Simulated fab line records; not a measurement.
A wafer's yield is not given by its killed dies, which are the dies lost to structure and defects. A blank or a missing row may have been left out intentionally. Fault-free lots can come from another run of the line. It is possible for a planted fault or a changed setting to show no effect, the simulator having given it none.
fab line records    flow n5-finfet
record: lots: 7  wafers: 21
route steps=1938 shown SD_ACTIVATION@331 HKMG_FIN@395 GATE_CUT@477
start-h: start of the lot's first displayed wafer, in hours after the record's first day    wait-h: hours from the lot's prior step to this one    " repeats the value in the row above    L1.1+2: several wafers, shown together as one row    - no value, or no start was given    * or withheld: withheld    < > ~ a bound
route shown NAME@n: names a module that has steps shown in the file, with the first one's number in the route    usual: mean/standard deviation of fault-free wafers    same: alike in all rows    chamber/n: place in a boat    sites: per-site readings    _std_site: the standard deviation of these    _edge_site: mean of outer sites minus mean of inner sites    radius-mm: for every site, how far away it sits from the centre of the wafer    mask NAME#n: copy n    behind: tool/chamber where the wafer was last shaped    hold: why the lot went on hold/how many hours it stayed there/how the hold came to an end    device: the transistor (n, p or np) that didn't switch    end of line: at the end of the route, the tests of the same wafers    a step with no rows: only its recipe    killed: dies lost to structure and defects at the first sort, not the wafer's yield    map: shows each die of a wafer: x if killed, . if not, _ if none is there
set.NAME: the setting that was run; set.NAME@STEP: the one run at that earlier step    model.NAME: the simulator's own value behind a step, which no gauge read
lots run with intentionally changed settings; tables by step, rows by wafer
== steps ==
step: N5_SD_ACTIVATION_LSA_01
recipe: temp-c: 1080  time-s: 0.0008  ambient: N2
usual: wafer_temp_C_max: 1084.6/1
lot.wafer  tool             chamber  start-h  wait-h  set.temp-c  wafer_temp_C_max
L074.1     laser-anneal-01  0        57.51    0.2     1080        1084.1
L074.4     "                0        "        "       1094        1097.9
L074.6     "                0        "        "       1080        1084.4
L075.1     laser-anneal-02  0        63.64    0.2     1061        1065.9
L075.3     "                0        "        "       1080        1085.7
L075.6     "                0        "        "       1080        1085.0
L077.4     laser-anneal-02  0        75.32    0.2     1080        1084.3
L077.5     "                0        "        "       1080        1084.2
L077.6     "                0        "        "       1080        1084.4
L079.3     laser-anneal-02  0        89.00    0.2     1080        1085.1
L079.4     "                0        "        "       1080        1086.0
L079.5     "                0        "        "       1080        1085.6
L084.1     laser-anneal-01  0        119.50   0.2     1080        1084.2
L084.4     "                0        "        "       1080        1083.7
L084.6     "                0        "        "       1080        1085.3
L089.3     laser-anneal-02  0        152.48   0.2     1080        1086.3
L089.4     "                0        "        "       1103        1107.4
L089.5     "                0        "        "       1080        1085.1
L091.1     laser-anneal-02  0        163.52   0.2     1080        1084.7
L091.2     "                0        "        "       1101        1105.0
L091.6     "                0        "        "       1080        1085.3
step: N5_SD_ACTIVATION_RS_MEAS_03
recipe: thk-meas-gauge: four-point-probe
usual: RS_SD_N: 21.9/0.31  RS_SD_P: 55.9/0.94
lot.wafer  tool           chamber  start-h  wait-h  set.temp-c@SD_EPI_P_EPI_21  set.temp-c@SD_ACTIVATION_LSA_01  RS_SD_N[ohm/sq]  RS_SD_P[ohm/sq]
L074.1     film-metro-01  -        57.71    0.2     551.9                       1080                             22.3             54.5
L074.4     "              -        "        "       550                         1094                             20.8             56.7
L074.6     "              -        "        "       550                         1080                             22.5             57.5
L075.1     film-metro-01  -        63.84    0.2     550                         1061                             24.0             57.0
L075.3     "              -        "        "       550                         1080                             21.9             57.0
L075.6     "              -        "        "       550                         1080                             21.8             56.3
L077.4     film-metro-01  -        75.50    0.1     550                         1080                             21.4             55.5
L077.5     "              -        "        "       550                         1080                             21.8             55.6
L077.6     "              -        "        "       550                         1080                             21.6             55.8
L079.3     film-metro-01  -        89.19    0.2     550                         1080                             22.2             56.2
L079.4     "              -        "        "       550                         1080                             22.3             56.8
L079.5     "              -        "        "       550                         1080                             22.2             57.2
L084.1     film-metro-01  -        119.70   0.2     550                         1080                             21.4             55.6
L084.4     "              -        "        "       547.3                       1080                             21.4             59.3
L084.6     "              -        "        "       550                         1080                             21.5             55.9
L089.3     film-metro-02  -        152.66   0.2     550                         1080                             21.8             55.0
L089.4     "              -        "        "       553.8                       1103                             19.1             50.0
L089.5     "              -        "        "       553.8                       1080                             22.1             49.9
L091.1     film-metro-02  -        163.72   0.2     550                         1080                             21.8             53.9
L091.2     "              -        "        "       550                         1101                             19.8             53.9
L091.6     "              -        "        "       550                         1080                             22.2             55.0
step: N5_HKMG_FIN_EXPOSE_46
recipe: mask-id: NDIPOLE  na: 1.35  source-shape: conventional  sigma-outer: 0.8  polarization: unpolarized  dose-mj: 40
lot.wafer   tool             chamber  start-h  wait-h  mask       set.dose-mj
L074.1+6    arfi-scanner-03  0        71.46    -       NDIPOLE#0  42.48
L074.4      "                0        "        "       NDIPOLE#0  40
L075.1+6    arfi-scanner-03  0        76.70    -       NDIPOLE#0  40
L075.3      "                0        "        "       NDIPOLE#0  41.2
L077.4      arfi-scanner-01  0        88.75    -       NDIPOLE#0  38.84
L077.5+6    "                0        "        "       NDIPOLE#0  40
L079.3+4+5  arfi-scanner-03  0        101.99   -       NDIPOLE#0  40
L084.1+4+6  arfi-scanner-03  0        133.16   -       NDIPOLE#0  40
L089.3+4+5  arfi-scanner-03  0        165.43   -       NDIPOLE#0  40
L091.1+2+6  arfi-scanner-02  0        176.04   -       NDIPOLE#0  40
step: N5_HKMG_FIN_DEVELOP_48
recipe: develop-time-s: 30  developer: TMAH  resist: CAR-ArF  rinse-liquid: diw  dry: air-spin  dev-temp-c: 23
lot.wafer   tool            chamber  start-h  wait-h  set.develop-time-s
L074.1+4    litho-track-04  0        -        -       25.71
L074.6      "               0        "        "       30
L075.1      litho-track-01  0        -        -       30
L075.3+6    "               0        "        "       32.08
L077.4      litho-track-03  0        -        -       30
L077.5+6    "               0        "        "       27.32
L079.3+4+5  litho-track-01  0        -        -       30
L084.1+4+6  litho-track-04  0        -        -       30
L089.3+5    litho-track-01  0        -        -       35.17
L089.4      "               0        "        "       30
L091.1+2+6  litho-track-04  0        -        -       28.03
step: N5_HKMG_FIN_CD_MEAS_49
recipe: target-cd-nm: 202  landing-energy-ev: 500  detector: se-inlens  polarity: opening
usual: cd-nm: 202.1/0.55
lot.wafer  tool       chamber  start-h  wait-h  set.dose-mj@HKMG_FIN_EXPOSE_46  cd-nm
L074.1     cd-sem-01  0        71.58    -       42.48                           205.8
L074.4     "          0        "        "       40                              202.2
L074.6     "          0        "        "       42.48                           206.2
L075.1     cd-sem-01  0        76.83    -       40                              203.0
L075.3     "          0        "        "       41.2                            205.0
L075.6     "          0        "        "       40                              203.3
L077.4     cd-sem-01  0        88.86    -       38.84                           200.7
L077.5     "          0        "        "       40                              201.6
L077.6     "          0        "        "       40                              201.4
L079.3     cd-sem-02  0        102.11   -       40                              202.7
L079.4     "          0        "        "       40                              201.9
L079.5     "          0        "        "       40                              202.5
L084.1     cd-sem-02  0        133.28   -       40                              201.2
L084.4     "          0        "        "       40                              201.7
L084.6     "          0        "        "       40                              201.5
L089.3     cd-sem-02  0        165.55   -       40                              203.5
L089.4     "          0        "        "       40                              203.3
L089.5     "          0        "        "       40                              203.5
L091.1     cd-sem-01  0        176.16   -       40                              202.1
L091.2     "          0        "        "       40                              201.8
L091.6     "          0        "        "       40                              202.1
step: N5_HKMG_FIN_DESCUM_53
recipe: chemistry: O2  time-s: 7.9  source-power-w: 50  bias-power-w: 20  pressure-mtorr: 20  rf-frequency-hz: 2.712e+07  temp-c: 40  resist: CAR-ArF  o2-flow-sccm: 225
step: N5_HKMG_FIN_ETCH_54
recipe: chemistry: CF4  target: SiARC  target-depth-a: 455  mask-material: CAR-ArF  time-s: 75.8  ion-energy-ev: 80  pressure-mtorr: 40  source-w: 545  bias-w: 36  Ar_flow_sccm: 100  cf4-flow-sccm: 100  ends: cleared
lot.wafer  tool         chamber  start-h  wait-h  set.dose-mj@HKMG_FIN_EXPOSE_46  model.HKMG_FIN.cd-offset-nm
L074.1     rie-diel-02  2        71.71    0.0     42.48                           3.6
L074.4     "            0        "        "       40                              -0.2
L074.6     "            2        "        "       42.48                           4.2
L075.1     rie-diel-04  2        76.97    0.0     40                              1
L075.3     "            2        "        "       41.2                            3
L075.6     "            2        "        "       40                              1.6
L077.4     rie-diel-01  1        88.98    0.0     38.84                           -1.6
L077.5     "            0        "        "       40                              -0.2
L077.6     "            3        "        "       40                              -1
L079.3+5   rie-diel-02  3        102.23   0.0     40                              0.6
L079.4     "            1        "        "       40                              -0.2
L084.1     rie-diel-01  3        133.45   0.0     40                              -1.2
L084.4     "            1        "        "       40                              -0.6
L084.6     "            3        "        "       40                              -0.4
L089.3+5   rie-diel-04  1,3      165.73   0.0     40                              1.4
L089.4     "            0        "        "       40                              1.2
L091.1+6   rie-diel-01  3,2      176.36   0.0     40                              0
L091.2     "            0        "        "       40                              -0.2
step: N5_HKMG_FIN_ETCH_55
recipe: chemistry: N2/H2  target: SOC  target-depth-a: 2400  temp-c: 40  time-s: 300  ion-energy-ev: 200  mask-material: SiARC  pressure-mtorr: 30  source-w: 840  bias-w: 150  n2-flow-sccm: 200  h2-flow-sccm: 200
lot.wafer  tool         chamber  start-h  wait-h  set.dose-mj@HKMG_FIN_EXPOSE_46  model.HKMG_FIN.cd-offset-nm
L074.1     rie-diel-02  2        71.76    0.0     42.48                           3.2
L074.4     "            0        "        "       40                              -0.2
L074.6     "            2        "        "       42.48                           3.8
L075.1     rie-diel-04  2        77.05    0.1     40                              0.8
L075.3     "            2        "        "       41.2                            2.8
L075.6     "            2        "        "       40                              1.4
L077.4     rie-diel-01  1        89.03    0.0     38.84                           -1.6
L077.5     "            0        "        "       40                              0
L077.6     "            3        "        "       40                              -1.2
L079.3     rie-diel-02  3        102.28   0.0     40                              0.8
L079.4     "            1        "        "       40                              -0.4
L079.5     "            3        "        "       40                              1
L084.1     rie-diel-01  3        133.50   0.0     40                              -1.4
L084.4+6   "            1,3      "        "       40                              -0.8
L089.3     rie-diel-04  1        165.79   0.0     40                              1.2
L089.4+5   "            0,3      "        "       40                              1.6
L091.1     rie-diel-01  3        176.42   0.0     40                              -0.2
L091.2+6   "            0,2      "        "       40                              0
step: N5_HKMG_FIN_STRIP_56
recipe: chemistry: N2/H2  temp-c: 40  n2-flow-sccm: 200  h2-flow-sccm: 200  rf-frequency-hz: 6e+07
step: N5_HKMG_FIN_STRIP_57
recipe: chemistry: CF4  resist: SiARC  power-w: 300  bias-power-w: 75  pressure-mtorr: 50  cf4-flow-sccm: 150  rf-frequency-hz: 6e+07
step: N5_HKMG_FIN_ETCH_58
recipe: chemistry: N2/H2  target: SOC  target-depth-a: 2158  ion-energy-ev: 50  bias-w: 13  time-s: 741  pressure-mtorr: 30  source-w: 875  n2-flow-sccm: 200  h2-flow-sccm: 200
lot.wafer  tool         chamber  start-h  wait-h  set.dose-mj@HKMG_FIN_EXPOSE_46  model.HKMG_FIN.cd-offset-nm
L074.1     rie-diel-02  2        71.97    0.0     42.48                           3
L074.4     "            0        "        "       40                              -0.2
L074.6     "            2        "        "       42.48                           3.4
L075.1     rie-diel-04  2        77.37    0.0     40                              1
L075.3     "            2        "        "       41.2                            2.8
L075.6     "            2        "        "       40                              1.6
L077.4     rie-diel-01  1        89.24    0.0     38.84                           -1.6
L077.5     "            0        "        "       40                              -0.4
L077.6     "            3        "        "       40                              -1
L079.3+5   rie-diel-02  3        102.49   0.0     40                              0.8
L079.4     "            1        "        "       40                              -0.6
L084.1     rie-diel-01  3        133.71   0.0     40                              -1.4
L084.4     "            1        "        "       40                              -0.4
L084.6     "            3        "        "       40                              -0.8
L089.3+4   rie-diel-04  1,0      166.00   0.0     40                              1.4
L089.5     "            3        "        "       40                              2
L091.1     rie-diel-01  3        176.63   0.0     40                              -0.4
L091.2+6   "            0,2      "        "       40                              0
step: N5_HKMG_FIN_DESCUM_17
recipe: chemistry: O2  time-s: 7.9  source-power-w: 50  bias-power-w: 20  pressure-mtorr: 20  rf-frequency-hz: 2.712e+07  temp-c: 40  resist: CAR-ArF  o2-flow-sccm: 225
lot.wafer   tool         chamber  start-h  wait-h  set.time-s
L074.1      rie-diel-04  1        75.06    0.0     8.556
L074.4+6    "            3,2      "        "       7.9
L075.1+3    rie-diel-02  2,0      80.97    0.4     7.9
L075.6      "            0        "        "       6.269
L077.4+5+6  rie-diel-04  0,1,2    92.39    0.1     7.9
L079.3+4+5  rie-diel-01  3,0,0    105.65   0.0     7.9
L084.1+4+6  rie-diel-01  2,1,2    137.11   0.2     7.9
L089.3      rie-diel-01  1        169.07   0.0     7.9
L089.4+5    "            0        "        "       7.187
L091.1+6    rie-diel-04  3,2      179.63   0.0     7.9
L091.2      "            0        "        "       7.264
step: N5_HKMG_FIN_ETCH_31
recipe: chemistry: CF4  target: SiARC  target-depth-a: 455  mask-material: CAR-ArF  time-s: 75.8  ion-energy-ev: 80  pressure-mtorr: 40  source-w: 545  bias-w: 36  Ar_flow_sccm: 100  cf4-flow-sccm: 100  ends: cleared
lot.wafer  tool         chamber  start-h  wait-h  set.time-s@HKMG_FIN_DESCUM_17  model.CAR-ArF_of_HKMG_FIN_COAT_06.thk-nm
L074.1     rie-diel-04  1        75.10    0.0     8.556                          50.2
L074.4     "            3        "        "       7.9                            50.6
L074.6     "            2        "        "       7.9                            50.8
L075.1     rie-diel-02  2        81.01    0.0     7.9                            50.4
L075.3     "            0        "        "       7.9                            50.6
L075.6     "            0        "        "       6.269                          51.4
L077.4+6   rie-diel-04  0,2      92.42    0.0     7.9                            50.8
L077.5     "            1        "        "       7.9                            50.6
L079.3+4   rie-diel-01  3,0      105.71   0.0     7.9                            50.6
L079.5     "            0        "        "       7.9                            50.2
L084.1     rie-diel-01  2        137.15   0.0     7.9                            50.6
L084.4     "            1        "        "       7.9                            50.8
L084.6     "            2        "        "       7.9                            50.4
L089.3     rie-diel-01  1        169.10   0.0     7.9                            50.4
L089.4+5   "            0        "        "       7.187                          51
L091.1+6   rie-diel-04  3,2      179.67   0.0     7.9                            50.8
L091.2     "            0        "        "       7.264                          51.6
step: N5_GATE_CUT_HM_DEP_46
recipe: material: SiO2  target-thk-a: 1300  temp-c: 400  precursor: TEOS/O2  pressure-torr: 6.5  rf-w: 900  teos-flow-sccm: 161.4  gas: O2  flow-sccm: 2650  time-s: 26.6
lot.wafer  tool      chamber  start-h  wait-h  set.time-s  model.SiO2_of_GATE_CUT_HM_DEP_46.thk-nm
L074.1     pecvd-04  0        83.26    0.0     26.6        129
L074.4     "         1        "        "       26.6        131.2
L074.6     "         0        "        "       27.63       136
L075.1     pecvd-02  2        88.84    0.0     26.6        127.4
L075.3     "         0        "        "       23.09       109.8
L075.6     "         1        "        "       23.09       113.6
L077.4     pecvd-03  2        100.33   0.1     28.11       139.8
L077.5     "         1        "        "       26.6        130.8
L077.6     "         0        "        "       28.11       139
L079.3     pecvd-03  0        114.02   0.1     26.6        130.6
L079.4     "         2        "        "       26.6        131.2
L079.5     "         2        "        "       26.6        132.4
L084.1     pecvd-03  2        144.76   0.0     26.6        126.6
L084.4     "         2        "        "       26.6        129.4
L084.6     "         1        "        "       26.6        128.8
L089.3+4   pecvd-02  1,2      176.93   0.1     29.47       144.8
L089.5     "         2        "        "       26.6        132.2
L091.1     pecvd-03  0        187.92   0.0     26.6        130.8
L091.2     "         2        "        "       26.6        129.2
L091.6     "         2        "        "       23.37       113.8
== key ==
split: step: N5_SD_ACTIVATION_LSA_01  setting: temp-c  stated: 1080  by: wafer
response: step: N5_SD_ACTIVATION_LSA_01  reading: wafer_temp_C_max  change: *  per: 1%  r: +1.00
response: step: N5_SD_ACTIVATION_RS_MEAS_03  reading: RS_SD_N  change: -1.23  per: 1%  r: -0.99
split: step: N5_HKMG_FIN_EXPOSE_46  setting: dose-mj  stated: 40  by: wafer
response: step: N5_HKMG_FIN_CD_MEAS_49  reading: cd-nm  change: +0.57  per: 1%  r: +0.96
response: step: N5_HKMG_FIN_ETCH_54  reading: model.HKMG_FIN.cd-offset-nm  change: +0.598  per: 1%  r: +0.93
response: step: N5_HKMG_FIN_ETCH_55  reading: model.HKMG_FIN.cd-offset-nm  change: +0.554  per: 1%  r: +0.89
response: step: N5_HKMG_FIN_ETCH_58  reading: model.HKMG_FIN.cd-offset-nm  change: +0.505  per: 1%  r: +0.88
split: step: N5_HKMG_FIN_DEVELOP_48  setting: develop-time-s  stated: 30  by: wafer
response none clear
split: step: N5_HKMG_FIN_DESCUM_17  setting: time-s  stated: 7.9  by: wafer
response: step: N5_HKMG_FIN_ETCH_31  reading: model.CAR-ArF_of_HKMG_FIN_COAT_06.thk-nm  change: -0.0539  per: 1%  r: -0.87
split: step: N5_GATE_CUT_HM_DEP_46  setting: time-s  stated: 26.6  by: wafer
response: step: N5_GATE_CUT_HM_DEP_46  reading: model.SiO2_of_GATE_CUT_HM_DEP_46.thk-nm  change: +1.26  per: 1%  r: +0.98
split outside-this-file step=N5_SD_EPI_P_EPI_21 setting=temp-c
split outside-this-file: this setting was split too, and the file shows its column; the key of that split is in another file
